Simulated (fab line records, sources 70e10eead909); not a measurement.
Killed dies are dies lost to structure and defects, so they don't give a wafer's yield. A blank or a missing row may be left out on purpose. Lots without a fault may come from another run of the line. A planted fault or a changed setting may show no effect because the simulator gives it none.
fab line records | flow nand_harc
record lots=5 wafers=15 last_day=32
route steps=1302 shown A_ONON_D2@566 A_CHANNEL_HOLE_D2@570
lots that met no fault: from a run of the same line without faults
start_h: hours from the record's first day to the start of the lot's first wafer shown | wait_h: hours since the lot's step before | " the same as in the row above | L1.1+2: a row that stands for several wafers | - no value, or no start given | * or withheld: withheld | < > ~ a bound
route shown NAME@n: a module of which the file shows steps, and the number in the route of the first | usual: mean/standard deviation of fault-free wafers | same: alike in all rows | chamber/n: place in a boat | sites: the reading at each site | _std_site: their standard deviation | _edge_site: outer sites' mean less inner sites' | radius_mm: how far each site lies from the wafer's centre | mask NAME#n: copy n | behind: the tool/chamber that last shaped the wafer | hold: why the lot was held/for how many hours/how that ended | device: the transistor (n, p or np) that didn't switch | end of line: the same wafers' tests at the end of the route | a step without rows: its recipe alone | killed: dies lost to structure and defects at the first sort, not the wafer's yield | map: a wafer's dies, x killed, . not, _ none there
set.NAME: the setting as run; set.NAME@STEP: as run at that earlier step | model.NAME: the simulator's own value behind a step, which no gauge read
lots at some steps of the route; a table a step, a row a wafer
services: from which hour (start_h, from the record's first day; less than 0 if before it) a tool's chamber was out of use, for how many hours, and why
## steps
# step NHARC_A_ONON_D2_DEP_33
# recipe target_thk_a=2000 temp_c=400 pressure_torr=6.5 rf_w=900 teos_flow_sccm=161.4 flow_sccm=2650 target_thk_nm=200 gas=O2 material=SiO2
# usual heater_power_w=563/88 throttle_valve_pct=16.5/0.52
# columns lot.wafer tool chamber start_h wait_h heater_power_w throttle_valve_pct
L075.2 pecvd-02 1 300.52 0.1 514 16.0
L075.4 " 1 " " 522 16.0
L075.6 " 2 " " 527 16.8
L076.3 pecvd-02 1 309.89 0.1 511 16.0
L076.1 " 2 " " 525 17.6
L076.6 " 2 " " 533 17.3
L087.1 pecvd-03 1 423.16 0.1 452 16.6
L087.6 " 0 " " 567 16.4
L087.4 " 1 " " 477 16.6
L091.2 pecvd-02 2 453.31 0.1 468 16.6
L091.5 " 1 " " 491 16.1
L091.6 " 2 " " 460 16.8
L093.1 pecvd-02 0 490.82 0.3 624 16.1
L093.3 " 1 " " 577 16.1
L093.5 " 1 " " 574 16.6
# step NHARC_A_ONON_D2_THK_MEAS_34
# recipe thk_meas_gauge=ellipsometry
# usual thk_nm=200/3
# columns lot.wafer tool chamber start_h wait_h thk_nm
L075.2 film_metro-01 - 300.89 - 197
L075.4 " - " " 202
L075.6 " - " " 201
L076.1 film_metro-02 - 310.30 - 200
L076.3 " - " " 199
L076.6 " - " " 199
L087.1 film_metro-02 - 423.49 - 199
L087.4 " - " " 204
L087.6 " - " " 198
L091.2 film_metro-01 - 453.68 - 198
L091.5 " - " " 203
L091.6 " - " " 201
L093.1 film_metro-02 - 491.19 - 199
L093.3 " - " " 201
L093.5 " - " " 202
# step NHARC_A_ONON_D2_INSPECT_32
# usual raw_defect_count=380/120
# columns lot.wafer tool chamber start_h wait_h raw_defect_count
L075.2 defect_inspect-02 - 300.96 0.0 323
L075.4 " - " " 272
L075.6 " - " " 354
L076.1 defect_inspect-01 - 310.36 0.0 566
L076.3 " - " " 352
L076.6 " - " " 428
L087.1 defect_inspect-02 - 423.57 0.0 277
L087.4 " - " " 326
L087.6 " - " " 346
L091.2 defect_inspect-01 - 453.77 0.0 398
L091.5 " - " " 229
L091.6 " - " " 274
L093.1 defect_inspect-02 - 491.27 0.0 599
L093.3 " - " " 217
L093.5 " - " " 207
# step NHARC_A_CHANNEL_HOLE_D2_DEP_00
# recipe target_thk_a=31000 temp_c=400 material=aC
# usual throttle_valve_pct=35.001/0.009
# columns lot.wafer tool chamber start_h wait_h throttle_valve_pct
L075.2 acl_dep-01 0 301.33 0.4 35.026
L075.4 " 0 " " 34.995
L075.6 " 0 " " 35.000
L076.1 acl_dep-01 0 315.05 4.7 35.016
L076.3 " 0 " " 35.000
L076.6 " 0 " " 35.002
L087.1 acl_dep-03 0 423.64 0.1 35.001
L087.4 " 0 " " 34.996
L087.6 " 0 " " 35.002
L091.2 acl_dep-03 0 455.15 1.4 35.014
L091.5 " 0 " " 35.018
L091.6 " 0 " " 34.982
L093.1 acl_dep-01 0 493.40 2.1 35.010
L093.3 " 0 " " 35.000
L093.5 " 0 " " 35.007
# step NHARC_A_CHANNEL_HOLE_D2_DEP_01
# recipe target_thk_a=1400 target_thk_nm=140 temp_c=400 pressure_torr=3.5 flow_sccm=200 rf_w=350 material=SiON
# usual heater_power_w=737/87
# columns lot.wafer tool chamber start_h wait_h heater_power_w
L075.2 pecvd-04 1 302.92 1.3 603
L075.4 " 2 " " 695
L075.6 " 0 " " 900
L076.3 pecvd-04 1 316.99 1.0 646
L076.1 " 0 " " 847
L076.6 " 1 " " 645
L087.1 pecvd-01 2 425.57 1.6 573
L087.6 " 0 " " 906
L087.4 " 1 " " 719
L091.2 pecvd-02 0 456.79 1.3 862
L091.5 " 1 " " 682
L091.6 " 2 " " 662
L093.3 pecvd-02 1 495.34 1.0 802
L093.1 " 0 " " 817
L093.5 " 2 " " 662
# step NHARC_A_CHANNEL_HOLE_D2_DEHYDRATE_02
# recipe temp_c=150 time_s=120
# usual chill_plate_temp_C=23.02/0.11
# columns lot.wafer tool chamber start_h wait_h chill_plate_temp_C
L075.2 litho_track-01 0 303.19 0.2 23.00
L075.4 " 0 " " 23.03
L075.6 " 0 " " 23.17
L076.1 litho_track-06 0 317.25 0.2 22.95
L076.3 " 0 " " 23.01
L076.6 " 0 " " 22.85
L087.1 litho_track-01 0 425.83 0.2 23.10
L087.4 " 0 " " 22.96
L087.6 " 0 " " 23.23
L091.2 litho_track-06 0 457.01 0.2 23.02
L091.5 " 0 " " 22.88
L091.6 " 0 " " 23.05
L093.1 litho_track-01 0 495.61 0.2 23.07
L093.3 " 0 " " 23.02
L093.5 " 0 " " 23.02
# step NHARC_A_CHANNEL_HOLE_D2_HMDS_03
# recipe time_s=30
# usual chill_plate_temp_C=23.03/0.11
# columns lot.wafer tool chamber start_h wait_h chill_plate_temp_C
L075.2 litho_track-01 0 - - 23.27
L075.4 " 0 " " 23.17
L075.6 " 0 " " 23.06
L076.1 litho_track-06 0 - - 23.01
L076.3 " 0 " " 22.85
L076.6 " 0 " " 22.96
L087.1 litho_track-01 0 - - 23.09
L087.4 " 0 " " 23.01
L087.6 " 0 " " 22.98
L091.2 litho_track-06 0 - - 22.93
L091.5 " 0 " " 23.04
L091.6 " 0 " " 23.08
L093.1 litho_track-01 0 - - 23.00
L093.3 " 0 " " 22.98
L093.5 " 0 " " 23.33
# step NHARC_A_CHANNEL_HOLE_D2_COAT_36
# recipe temp_c=260 time_s=75
# usual chill_plate_temp_C=23.01/0.11
# columns lot.wafer tool chamber start_h wait_h chill_plate_temp_C
L075.2 litho_track-01 0 - - 23.11
L075.4 " 0 " " 23.04
L075.6 " 0 " " 23.02
L076.1 litho_track-06 0 - - 23.08
L076.3 " 0 " " 23.14
L076.6 " 0 " " 23.14
L087.1 litho_track-01 0 - - 23.02
L087.4 " 0 " " 23.07
L087.6 " 0 " " 22.98
L091.2 litho_track-06 0 - - 23.08
L091.5 " 0 " " 23.08
L091.6 " 0 " " 22.95
L093.1 litho_track-01 0 - - 22.93
L093.3 " 0 " " 22.92
L093.5 " 0 " " 22.87
# step NHARC_A_CHANNEL_HOLE_D2_COAT_37
# recipe temp_c=225 time_s=65
# usual chill_plate_temp_C=23.02/0.12
# columns lot.wafer tool chamber start_h wait_h chill_plate_temp_C
L075.2 litho_track-01 0 - - 23.06
L075.4 " 0 " " 23.06
L075.6 " 0 " " 22.88
L076.1 litho_track-06 0 - - 23.08
L076.3 " 0 " " 22.99
L076.6 " 0 " " 22.98
L087.1 litho_track-01 0 - - 22.84
L087.4 " 0 " " 22.89
L087.6 " 0 " " 22.97
L091.2 litho_track-06 0 - - 23.01
L091.5 " 0 " " 22.81
L091.6 " 0 " " 22.86
L093.1 litho_track-01 0 - - 23.27
L093.3 " 0 " " 23.04
L093.5 " 0 " " 23.02
# step NHARC_A_CHANNEL_HOLE_D2_COAT_04
# recipe spin_rpm=1500 resist_thk_nm=90
# usual chill_plate_temp_C=23.00/0.094
# columns lot.wafer tool chamber start_h wait_h chill_plate_temp_C
L075.2 litho_track-01 0 - - 23.07
L075.4 " 0 " " 23.16
L075.6 " 0 " " 23.18
L076.1 litho_track-06 0 - - 23.01
L076.3 " 0 " " 22.99
L076.6 " 0 " " 22.98
L087.1 litho_track-01 0 - - 22.81
L087.4 " 0 " " 23.04
L087.6 " 0 " " 22.99
L091.2 litho_track-06 0 - - 22.95
L091.5 " 0 " " 22.89
L091.6 " 0 " " 23.08
L093.1 litho_track-01 0 - - 22.89
L093.3 " 0 " " 23.02
L093.5 " 0 " " 22.82
# step NHARC_A_CHANNEL_HOLE_D2_SOFTBAKE_05
# recipe temp_c=105 time_s=55
# usual chill_plate_temp_C=23.02/0.098
# columns lot.wafer tool chamber start_h wait_h chill_plate_temp_C
L075.2 litho_track-01 0 - - 22.94
L075.4 " 0 " " 22.84
L075.6 " 0 " " 22.89
L076.1 litho_track-06 0 - - 23.07
L076.3 " 0 " " 22.92
L076.6 " 0 " " 23.05
L087.1 litho_track-01 0 - - 23.03
L087.4 " 0 " " 22.96
L087.6 " 0 " " 22.99
L091.2 litho_track-06 0 - - 23.08
L091.5 " 0 " " 23.08
L091.6 " 0 " " 23.09
L093.1 litho_track-01 0 - - 23.15
L093.3 " 0 " " 23.15
L093.5 " 0 " " 22.95
# step NHARC_A_CHANNEL_HOLE_D2_EBR_06
# usual chill_plate_temp_C=23.02/0.099
# columns lot.wafer tool chamber start_h wait_h chill_plate_temp_C
L075.2 litho_track-01 0 - - 22.93
L075.4 " 0 " " 22.94
L075.6 " 0 " " 22.93
L076.1 litho_track-06 0 - - 23.08
L076.3 " 0 " " 22.99
L076.6 " 0 " " 23.13
L087.1 litho_track-01 0 - - 23.05
L087.4 " 0 " " 23.07
L087.6 " 0 " " 22.95
L091.2 litho_track-06 0 - - 23.05
L091.5 " 0 " " 23.02
L091.6 " 0 " " 23.02
L093.1 litho_track-01 0 - - 22.92
L093.3 " 0 " " 23.14
L093.5 " 0 " " 23.00
# step NHARC_A_CHANNEL_HOLE_D2_EXPOSE_07
# recipe na=1.35 target_cd_nm=100 sigma_outer=0.3 dose_mj=59.65 mask_id=HOLE_D2
# columns lot.wafer tool chamber start_h wait_h mask
L075.2+4+6 arfi_scanner-01 0 303.51 - HOLE_D2#0
L076.1+3+6 arfi_scanner-03 0 317.56 - HOLE_D2#0
L087.1+4+6 arfi_scanner-03 0 426.14 - HOLE_D2#0
L091.2+5+6 arfi_scanner-02 0 457.32 - HOLE_D2#0
L093.1+3+5 arfi_scanner-01 0 495.92 - HOLE_D2#0
# step NHARC_A_CHANNEL_HOLE_D2_PEB_08
# recipe peb_temp_c=100 peb_time_s=65
# usual chill_plate_temp_C=23.01/0.11
# columns lot.wafer tool chamber start_h wait_h chill_plate_temp_C
L075.2 litho_track-06 0 303.56 0.1 23.11
L075.4 " 0 " " 22.95
L075.6 " 0 " " 23.07
L076.1 litho_track-01 0 317.62 0.1 22.92
L076.3 " 0 " " 22.73
L076.6 " 0 " " 22.66
L087.1 litho_track-04 0 426.20 0.1 23.04
L087.4 " 0 " " 22.96
L087.6 " 0 " " 23.03
L091.2 litho_track-01 0 457.38 0.1 23.01
L091.5 " 0 " " 23.04
L091.6 " 0 " " 23.02
L093.1 litho_track-06 0 495.98 0.1 23.03
L093.3 " 0 " " 23.08
L093.5 " 0 " " 23.09
# step NHARC_A_CHANNEL_HOLE_D2_DEVELOP_09
# recipe develop_time_s=35 dev_temp_c=23
# usual chill_plate_temp_C=23.01/0.092
# columns lot.wafer tool chamber start_h wait_h chill_plate_temp_C
L075.2 litho_track-06 0 - - 22.89
L075.4 " 0 " " 23.12
L075.6 " 0 " " 23.04
L076.1 litho_track-01 0 - - 22.83
L076.3 " 0 " " 23.01
L076.6 " 0 " " 23.08
L087.1 litho_track-04 0 - - 22.88
L087.4 " 0 " " 22.91
L087.6 " 0 " " 22.98
L091.2 litho_track-01 0 - - 23.04
L091.5 " 0 " " 23.03
L091.6 " 0 " " 23.03
L093.1 litho_track-06 0 - - 23.30
L093.3 " 0 " " 23.06
L093.5 " 0 " " 23.04
# step NHARC_A_CHANNEL_HOLE_D2_CD_MEAS_10
# recipe target_cd_nm=100 landing_energy_ev=500
# usual cd_nm=100.0/0.58
# columns lot.wafer tool chamber start_h wait_h cd_nm
L075.2 cd_sem-03 0 303.65 - 99.6
L075.4 " 0 " " 99.3
L075.6 " 0 " " 100.8
L076.1 cd_sem-01 0 317.70 - 100.5
L076.3 " 0 " " 100.3
L076.6 " 0 " " 100.1
L087.1 cd_sem-01 0 426.28 - 100.4
L087.4 " 0 " " 100.4
L087.6 " 0 " " 99.9
L091.2 cd_sem-02 0 457.46 - 100.8
L091.5 " 0 " " 101.0
L091.6 " 0 " " 99.8
L093.1 cd_sem-03 0 496.06 - 100.3
L093.3 " 0 " " 99.6
L093.5 " 0 " " 100.9
# step NHARC_A_CHANNEL_HOLE_D2_OVL_MEAS_11
# usual overlay_x_nm=0.0/0.69 overlay_y_nm=0.1/0.91
# columns lot.wafer tool chamber start_h wait_h overlay_x_nm overlay_y_nm
L075.2 overlay-01 - 303.74 - -0.7 0.1
L075.4 " - " " -0.5 -0.3
L075.6 " - " " -0.9 -0.3
L076.1 overlay-01 - 317.79 - -0.4 -0.7
L076.3 " - " " 0.0 0.0
L076.6 " - " " -0.3 -0.9
L087.1 overlay-02 - 426.37 - 0.2 0.4
L087.4 " - " " -0.2 0.7
L087.6 " - " " 0.5 0.6
L091.2 overlay-01 - 457.54 - 1.5 0.7
L091.5 " - " " 1.1 1.1
L091.6 " - " " 1.5 0.9
L093.1 overlay-02 - 496.14 - -0.1 0.9
L093.3 " - " " -0.5 1.4
L093.5 " - " " 0.0 1.6
# step NHARC_A_CHANNEL_HOLE_D2_INSPECT_12
# usual raw_defect_count=31/21
# columns lot.wafer tool chamber start_h wait_h raw_defect_count
L075.2 defect_inspect-02 - 303.77 0.0 3
L075.4 " - " " 2
L075.6 " - " " 4
L076.1 defect_inspect-01 - 317.83 0.0 55
L076.3 " - " " 47
L076.6 " - " " 61
L087.1 defect_inspect-02 - 426.41 0.0 55
L087.4 " - " " 51
L087.6 " - " " 61
L091.2 defect_inspect-02 - 457.58 0.0 22
L091.5 " - " " 15
L091.6 " - " " 15
L093.1 defect_inspect-01 - 496.18 0.0 21
L093.3 " - " " 26
L093.5 " - " " 13
# step NHARC_A_CHANNEL_HOLE_D2_DESCUM_15
# recipe time_s=3 o2_flow_sccm=200 ar_flow_sccm=0 bias_power_w=0 chemistry=O2
# usual chamber_pressure_mTorr=60.00/0.058 drypump_motor_current_A=5.6/0.45 o2_flow_sccm=200.0/0.53 oes_product_au=0.999/0.0098 rf_vpp_V=57.9/0.94 showerhead_plenum_p_Torr=1.93/0.099 throttle_valve_pct=11.312/0.0094
# columns lot.wafer tool chamber start_h wait_h chamber_pressure_mTorr drypump_motor_current_A o2_flow_sccm oes_product_au rf_hours_counter_h rf_vpp_V showerhead_plenum_p_Torr throttle_valve_pct
L075.4 rie_diel-07 2 303.84 0.1 60.07 5.9 199.7 1.005 0 58.6 2.02 11.317
L075.2 " 3 " " 60.07 5.3 200.1 1.007 0 59.1 2.05 11.326
L075.6 " 2 " " 60.03 5.8 200.0 0.998 - 58.7 2.02 11.316
L076.1 rie_diel-07 3 317.91 0.1 59.99 5.3 200.4 1.004 1.0 58.8 2.05 11.315
L076.3 " 0 " " 59.83 5.4 199.7 0.997 1.2 57.0 1.81 11.328
L076.6 " 1 " " 60.02 5.1 201.9 1.001 - 57.1 1.82 11.308
L087.4 rie_diel-07 2 426.47 0.1 60.07 5.8 199.7 0.995 8.0 58.2 2.02 11.314
L087.1 " 3 " " 60.05 5.3 200.2 1.008 6.3 58.2 2.05 11.322
L087.6 " 3 " " 60.06 5.3 200.5 1.002 - 58.6 2.05 11.303
L091.2 rie_diel-10 1 457.67 0.1 60.01 4.9 201.5 0.991 1.6 57.8 2.01 11.323
L091.5 " 2 " " 59.91 5.7 200.1 1.008 - 56.4 1.89 11.314
L091.6 " 3 " " 60.05 6.1 199.9 0.994 - 57.3 1.83 11.315
L093.1 rie_diel-07 1 496.24 0.1 60.04 5.1 199.9 1.006 0.2 56.0 1.82 11.311
L093.3 " 0 " " 60.09 5.4 199.9 0.988 0.2 56.3 1.81 11.322
L093.5 " 2 " " 59.95 5.8 199.5 1.017 - 55.9 2.02 11.321
# step NHARC_A_CHANNEL_HOLE_D2_ETCH_38
# recipe target_depth_a=390 over_etch_frac=0.3 time_s=65 ion_energy_ev=80 cf4_flow_sccm=150 ar_flow_sccm=0 rf_w=300 bias_w=100 chemistry=CF4
# usual chamber_pressure_mTorr=50.00/0.045 drypump_motor_current_A=5.5/0.44 oes_product_au=0.999/0.01 rf_vpp_V=151.4/1.3 showerhead_plenum_p_Torr=1.78/0.085 throttle_valve_pct=13.283/0.0092
# columns lot.wafer tool chamber start_h wait_h chamber_pressure_mTorr drypump_motor_current_A oes_product_au rf_hours_counter_h rf_vpp_V showerhead_plenum_p_Torr throttle_valve_pct
L075.4 rie_diel-07 2 303.92 0.1 50.05 5.9 1.014 0.0 153.2 1.86 13.291
L075.2 " 0 " " 49.98 5.4 0.992 0.0 149.1 1.68 13.266
L075.6 " 2 " " 49.89 5.8 1.006 - 151.2 1.86 13.282
L076.1 rie_diel-07 3 317.97 0.1 50.01 5.3 0.990 1.0 151.4 1.89 13.274
L076.3 " 1 " " 50.03 5.1 1.010 1.8 150.2 1.69 13.285
L076.6 " 0 " " 50.02 5.4 0.985 - 150.0 1.68 13.273
L087.1 rie_diel-07 3 426.55 0.1 50.03 5.3 1.003 6.3 152.8 1.89 13.295
L087.4 " 2 " " 50.02 5.9 0.994 8.0 152.2 1.86 13.270
L087.6 " 3 " " 50.01 5.3 1.003 - 151.7 1.89 13.286
L091.2 rie_diel-10 2 457.73 0.1 49.96 5.6 1.004 2.0 150.0 1.74 13.291
L091.5 " 1 " " 50.04 5.0 0.993 - 153.0 1.85 13.273
L091.6 " 2 " " 49.95 5.7 1.016 - 151.3 1.74 13.299
L093.1 rie_diel-07 1 496.33 0.1 50.11 5.1 1.006 0.2 151.2 1.69 13.279
L093.3 " 3 " " 50.00 5.3 0.981 0.3 151.7 1.89 13.278
L093.5 " 1 " " 50.00 5.1 1.013 - 151.2 1.69 13.293
# step NHARC_A_CHANNEL_HOLE_D2_ETCH_39
# recipe target_depth_a=2600 over_etch_frac=0.3 time_s=325 ion_energy_ev=200 n2_flow_sccm=150 h2_flow_sccm=150 ar_flow_sccm=0 rf_w=400 bias_w=150 chemistry=N2/H2
# usual chamber_pressure_mTorr=29.997/0.029 drypump_motor_current_A=5.6/0.43 n2_flow_sccm=150.0/0.45 oes_product_au=1.001/0.01 rf_vpp_V=431/3.2 showerhead_plenum_p_Torr=2.04/0.11 throttle_valve_pct=14.171/0.0088
# columns lot.wafer tool chamber start_h wait_h chamber_pressure_mTorr drypump_motor_current_A n2_flow_sccm oes_product_au rf_hours_counter_h rf_vpp_V showerhead_plenum_p_Torr throttle_valve_pct
L075.2 rie_diel-07 1 - - 29.954 5.1 149.4 1.014 0.1 429 1.94 14.157
L075.4 " 3 " " 29.955 5.3 151.0 1.006 0.1 435 2.19 14.173
L075.6 " 2 " " 30.019 5.9 150.0 1.012 - 434 2.16 14.177
L076.3 rie_diel-07 1 - - 29.965 5.1 150.5 1.004 1.8 429 1.94 14.162
L076.1 " 2 " " 30.032 5.9 150.1 0.995 1.6 433 2.16 14.165
L076.6 " 1 " " 30.009 5.1 150.2 1.007 - 427 1.94 14.189
L087.1 rie_diel-07 0 - - 30.011 5.4 149.7 0.985 7.2 426 1.92 14.168
L087.4 " 2 " " 30.024 5.9 149.4 1.001 8.1 434 2.16 14.190
L087.6 " 0 " " 29.969 5.4 150.6 0.996 - 426 1.92 14.157
L091.2 rie_diel-10 2 - - 30.020 5.7 149.8 1.014 2.0 428 2.01 14.177
L091.5 " 3 " " 30.026 6.1 149.7 0.994 - 427 1.95 14.173
L091.6 " 0 " " 29.949 6.2 149.8 0.997 - 433 2.20 14.166
L093.1 rie_diel-07 3 - - 30.049 5.3 150.2 0.986 0.3 434 2.19 14.170
L093.3 " 0 " " 29.981 5.4 150.0 0.989 0.3 426 1.92 14.156
L093.5 " 1 " " 30.003 5.1 150.1 1.008 - 427 1.94 14.155
# step NHARC_A_CHANNEL_HOLE_D2_ETCH_34
# recipe target_depth_a=1540 time_s=77 cf4_flow_sccm=100 chf3_flow_sccm=30 ar_flow_sccm=0 rf_w=500 bias_w=200 chemistry=CF4/CHF3
# usual chamber_pressure_mTorr=25.002/0.022 drypump_motor_current_A=5.6/0.45 oes_product_au=0.958/0.016 rf_vpp_V=371.2/2.6 showerhead_plenum_p_Torr=1.59/0.078 throttle_valve_pct=16.802/0.0098
# columns lot.wafer tool chamber start_h wait_h chamber_pressure_mTorr drypump_motor_current_A oes_product_au rf_hours_counter_h rf_vpp_V showerhead_plenum_p_Torr throttle_valve_pct
L075.4 rie_diel-07 0 - - 24.983 5.4 0.967 0.1 369.3 1.49 16.806
L075.2 " 1 " " 24.998 5.1 0.977 0.2 369.2 1.50 16.813
L075.6 " 0 " " 25.027 5.4 0.957 - 367.3 1.49 16.805
L076.1 rie_diel-07 2 - - 24.995 5.9 0.958 1.7 374.2 1.66 16.800
L076.3 " 3 " " 24.972 5.3 0.988 1.1 374.4 1.68 16.811
L076.6 " 2 " " 25.024 5.8 0.961 - 372.9 1.66 16.792
L087.4 rie_diel-07 2 - - 25.008 5.9 0.922 8.1 373.2 1.66 16.805
L087.1 " 1 " " 25.059 5.1 0.944 7.1 368.3 1.50 16.824
L087.6 " 3 " " 24.992 5.3 0.925 - 373.5 1.68 16.792
L091.2 rie_diel-10 1 - - 24.996 4.9 0.965 1.8 374.1 1.65 16.793
L091.5 " 1 " " 25.014 5.0 0.964 - 373.6 1.65 16.802
L091.6 " 2 " " 25.013 5.6 0.974 - 370.5 1.55 16.797
L093.1 rie_diel-07 3 - - 24.965 5.3 0.975 0.4 372.9 1.68 16.812
L093.3 " 1 " " 25.004 5.1 0.970 0.4 369.2 1.50 16.794
L093.5 " 3 " " 25.008 5.3 0.967 - 374.5 1.68 16.812
# step NHARC_A_CHANNEL_HOLE_D2_ETCH_16
# recipe target_depth_a=31000 over_etch_frac=0.3 time_s=806 ion_energy_ev=150 o2_flow_sccm=400 cos_flow_sccm=20 ar_flow_sccm=0 rf_w=500 bias_w=300 chemistry=O2/COS
# usual chamber_pressure_mTorr=20.001/0.017 drypump_motor_current_A=5.6/0.45 o2_flow_sccm=400.1/1 oes_product_au=0.998/0.01 rf_vpp_V=314.4/2.5 showerhead_plenum_p_Torr=3.14/0.15 throttle_valve_pct=28.330/0.0091
# columns lot.wafer tool chamber start_h wait_h chamber_pressure_mTorr drypump_motor_current_A o2_flow_sccm oes_product_au rf_hours_counter_h rf_vpp_V showerhead_plenum_p_Torr throttle_valve_pct
L075.2 rie_diel-07 0 - - 19.990 5.4 400.3 0.984 0.3 311.7 2.96 28.336
L075.4 " 2 " " 19.987 5.9 401.4 1.003 0.3 317.6 3.29 28.339
L075.6 " 0 " " 20.015 5.4 401.2 0.992 - 311.7 2.96 28.329
L076.3 rie_diel-07 3 - - 19.997 5.3 397.8 0.998 1.2 317.1 3.34 28.331
L076.1 " 0 " " 19.999 5.5 399.7 0.992 1.5 312.2 2.96 28.342
L076.6 " 3 " " 19.989 5.3 400.2 1.003 - 316.5 3.34 28.335
L087.1 rie_diel-07 1 - - 19.991 5.1 400.3 1.009 7.2 312.7 2.98 28.335
L087.4 " 2 " " 19.971 5.9 401.3 0.985 8.3 316.1 3.28 28.350
L087.6 " 0 " " 20.025 5.4 400.3 0.977 - 311.6 2.96 28.326
L091.2 rie_diel-10 0 - - 20.028 6.2 400.8 1.005 1.7 317.5 3.34 28.337
L091.6 " 0 " " 20.010 6.2 400.5 0.992 - 317.7 3.34 28.342
L091.5 " 1 " " 20.007 5.0 397.9 1.004 - 317.9 3.28 28.312
L093.1 rie_diel-07 2 - - 19.998 5.9 399.4 1.006 0.6 315.6 3.28 28.318
L093.3 " 3 " " 19.994 5.3 400.6 0.984 0.5 317.3 3.33 28.323
L093.5 " 1 " " 19.981 5.1 399.6 1.004 - 312.7 2.98 28.336
# step NHARC_A_CHANNEL_HOLE_D2_CD_MEAS_18
# usual cd_nm=99.3/2.1
# columns lot.wafer tool chamber start_h wait_h cd_nm
L075.2 cd_sem-01 - 304.94 - 100.8
L075.4 " - " " 97.6
L075.6 " - " " 99.6
L076.1 cd_sem-02 - 318.99 - 98.7
L076.3 " - " " 99.7
L076.6 " - " " 99.5
L087.1 cd_sem-02 - 427.57 - 100.0
L087.4 " - " " 99.1
L087.6 " - " " 102.3
L091.2 cd_sem-03 - 458.75 - 100.8
L091.5 " - " " 99.9
L091.6 " - " " 97.6
L093.1 cd_sem-01 - 497.35 - 98.1
L093.3 " - " " 103.7
L093.5 " - " " 101.5
# step NHARC_A_CHANNEL_HOLE_D2_ETCH_19
# recipe bias_v=1200 source_w=2500 pressure_mtorr=15 time_s=34.5 ar_flow_sccm=375 c4f8_flow_sccm=28.8 o2_flow_sccm=96.2 temp_c=-20 target_depth_a=* chemistry=C4F8/O2/Ar
# usual bias_v=1201/11 chamber_pressure_mTorr=14.999/0.015 drypump_motor_current_A=6.0/0.43 o2_flow_sccm=96.2/0.3 showerhead_plenum_p_Torr=3.78/0.11 throttle_valve_pct=37.038/0.0093
# columns lot.wafer tool chamber start_h wait_h bias_v chamber_pressure_mTorr drypump_motor_current_A o2_flow_sccm rf_hours_counter_h showerhead_plenum_p_Torr throttle_valve_pct
L075.2 har_etch-01 0 305.01 0.1 1198 15.006 5.9 96.7 156 3.89 37.039
L075.4 " 0 " " 1206 14.997 5.9 96.4 - 3.89 37.035
L075.6 " 1 " " 1213 14.998 6.2 95.9 - 3.74 37.032
L076.1 har_etch-01 0 323.68 4.7 1199 15.014 5.9 96.6 164 3.89 37.035
L076.3 " 1 " " 1193 15.009 6.1 95.8 - 3.74 37.040
L076.6 " 0 " " 1186 15.017 5.9 96.0 - 3.89 37.033
L087.1 har_etch-01 0 427.65 0.1 1187 14.981 5.9 96.0 233 3.85 37.017
L087.4 " 1 " " 1192 14.989 6.2 96.2 - 3.70 37.036
L087.6 " 0 " " 1179 15.009 5.9 96.2 - 3.85 37.045
L091.2 har_etch-01 0 458.84 0.1 1211 14.988 5.9 96.1 252 3.84 37.052
L091.6 " 1 " " 1200 15.003 6.2 96.5 - 3.69 37.043
L091.5 " 0 " " 1211 15.008 5.9 95.8 - 3.84 37.043
L093.1 har_etch-02 1 497.42 0.1 1196 14.994 6.6 95.8 57 3.71 37.031
L093.3 " 1 " " 1184 15.032 6.6 95.7 - 3.71 37.044
L093.5 " 0 " " 1215 15.009 5.5 96.7 - 3.95 37.034
# step NHARC_A_CHANNEL_HOLE_D2_ETCH_20
# recipe bias_v=3000 source_w=withheld pressure_mtorr=20 time_s=361.9 ar_flow_sccm=375 c4f8_flow_sccm=89.3 o2_flow_sccm=35.7 temp_c=-20 target_depth_a=16000 chemistry=C4F8/O2/Ar
# usual chamber_pressure_mTorr=20.002/0.018 drypump_motor_current_A=6.0/0.43 o2_flow_sccm=35.68/0.11 showerhead_plenum_p_Torr=3.73/0.1 throttle_valve_pct=32.155/0.0092
# columns lot.wafer tool chamber start_h wait_h chamber_pressure_mTorr drypump_motor_current_A o2_flow_sccm rf_hours_counter_h showerhead_plenum_p_Torr throttle_valve_pct
L075.2 har_etch-01 0 305.12 0.1 20.019 5.9 35.62 156 3.84 32.141
L075.4 " 0 " " 19.944 5.9 35.73 - 3.84 32.155
L075.6 " 1 " " 20.045 6.2 35.95 - 3.70 32.148
L076.1 har_etch-01 0 323.83 0.1 20.004 5.9 35.81 164 3.84 32.157
L076.3 " 1 " " 19.993 6.2 35.60 - 3.69 32.168
L076.6 " 0 " " 20.010 5.9 35.82 - 3.84 32.150
L087.1 har_etch-01 0 427.76 0.1 20.002 5.9 36.02 233 3.80 32.161
L087.4 " 1 " " 19.998 6.2 35.75 - 3.66 32.158
L087.6 " 0 " " 20.002 5.9 35.85 - 3.80 32.151
L091.2 har_etch-01 0 458.99 0.1 19.986 5.9 35.81 252 3.79 32.157
L091.6 " 1 " " 20.002 6.2 35.66 - 3.64 32.151
L091.5 " 0 " " 20.018 5.9 35.67 - 3.79 32.146
L093.1 har_etch-02 1 497.53 0.1 19.953 6.6 35.80 57 3.67 32.150
L093.3 " 1 " " 20.005 6.6 35.49 - 3.67 32.153
L093.5 " 0 " " 19.991 5.4 35.77 - 3.90 32.153
## services
# columns tool chamber start_h hours kind
rie_diel-07 - 281.58 0.6 repair
acl_dep-01 - 282.64 3.5 repair
rie_diel-07 - 294.20 9.0 pm
acl_dep-03 - 301.13 13.0 pm
har_etch-01 - 315.20 4.6 repair
rie_diel-07 3 327.45 5.5 repair
litho_track-01 - 330.00 7.0 pm
rie_diel-07 0 350.20 1.6 repair
litho_track-06 - 354.00 7.0 pm
rie_diel-07 1 355.01 2.6 repair
pecvd-04 2 375.77 12.0 repair
litho_track-04 - 378.00 7.0 pm
arfi_scanner-03 - 378.07 4.0 pm
acl_dep-01 - 381.26 13.0 pm
har_etch-02 - 381.82 17.0 pm
arfi_scanner-03 - 388.18 34.1 repair
rie_diel-10 0 389.88 7.4 repair
rie_diel-07 1 391.64 15.6 repair
pecvd-02 - 408.41 13.0 pm
rie_diel-10 - 419.50 9.0 pm
rie_diel-07 - 447.16 5.8 repair
acl_dep-01 - 453.82 1.3 repair
rie_diel-07 2 454.82 7.0 repair
rie_diel-07 - 471.20 9.0 pm
## key
fault none
